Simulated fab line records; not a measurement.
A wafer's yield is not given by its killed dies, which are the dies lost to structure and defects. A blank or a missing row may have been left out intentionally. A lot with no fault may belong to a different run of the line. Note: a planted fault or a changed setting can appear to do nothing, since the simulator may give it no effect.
Matching of chambers    flow n5 finfet    pecvd-03 running N5_PASSIVATION_PECVD_01: 3 sister chambers
The step deposits SiNx from SiH4/NH3/N2, target thk 200 nm, time 43.2 s. 20 wafers are shown with their chamber, then 10 later ones without.

== WAFERS PAIRED WITH THEIR CHAMBERS ==
wafer   chamber  throttle valve pct (%)  showerhead plenum p Torr (Torr)  heater power w (W)
L074.1  2        26.7                    8.69                             418
L074.2  0        28.4                    8.71                             498
L074.3  1        31.3                    8.72                             537
L077.1  2        26.7                    8.71                             372
L077.5  0        28.6                    8.70                             454
L077.6  1        31.4                    8.74                             507
L078.1  0        28.5                    8.69                             385
L078.2  1        31.5                    8.73                             415
L078.3  2        26.8                    8.70                             394
L078.4  1        31.3                    8.72                             434
L078.5  0        28.6                    8.71                             390
L078.6  2        26.9                    8.71                             390
L079.2  0        28.8                    8.74                             460
L079.3  2        26.8                    8.70                             412
L079.4  1        31.4                    8.73                             430
L086.1  0        28.8                    8.70                             484
L086.4  0        28.8                    8.69                             499
L086.5  2        26.8                    8.68                             420
L088.1  2        26.8                    8.70                             423
L088.2  1        31.3                    8.74                             511

SIGNATURES (means of the wafers above)
reading                   chamber 0  chamber 1  chamber 2  scatter within a chamber
throttle valve pct        28.643     31.367     26.786     0.114
showerhead plenum p Torr  8.7057     8.7300     8.6986     0.013
heater power w            452.86     472.33     404.14     41.6
Rule: distance of a wafer from a chamber = root of the sum over the readings of ((wafer's reading minus chamber's mean) / reading's scatter) squared. The wafer belongs to the nearest chamber; if the next one is less than 2 further off, it can't be placed. How the scatter is found: for the shown wafers, subtract from each reading the mean of its chamber, square and add these, divide the total by (wafers less chambers), then take the root.

== WAFERS WITHOUT THEIR CHAMBER ==
wafer   throttle valve pct (%)  showerhead plenum p Torr (Torr)  heater power w (W)
L088.3  28.7                    8.72                             495
L088.4  31.4                    8.74                             513
L088.5  28.5                    8.71                             500
L088.6  27.0                    8.69                             281
L092.1  28.9                    8.71                             452
L092.2  31.3                    8.73                             488
L092.3  27.0                    8.70                             428
L095.2  31.4                    8.71                             400
L095.3  26.9                    8.68                             424
L095.6  28.8                    8.69                             436

== WHICH CHAMBER EACH WENT THROUGH ==
wafer   from the rows above  in truth
L088.3  0                    0
L088.4  1                    1
L088.5  0                    0
L088.6  2                    2
L092.1  0                    0
L092.2  1                    1
L092.3  2                    2
L095.2  1                    1
L095.3  2                    2
L095.6  0                    0
Placed correctly: 10 of 10. Not placeable from these rows: 0. Placed wrongly: 0.
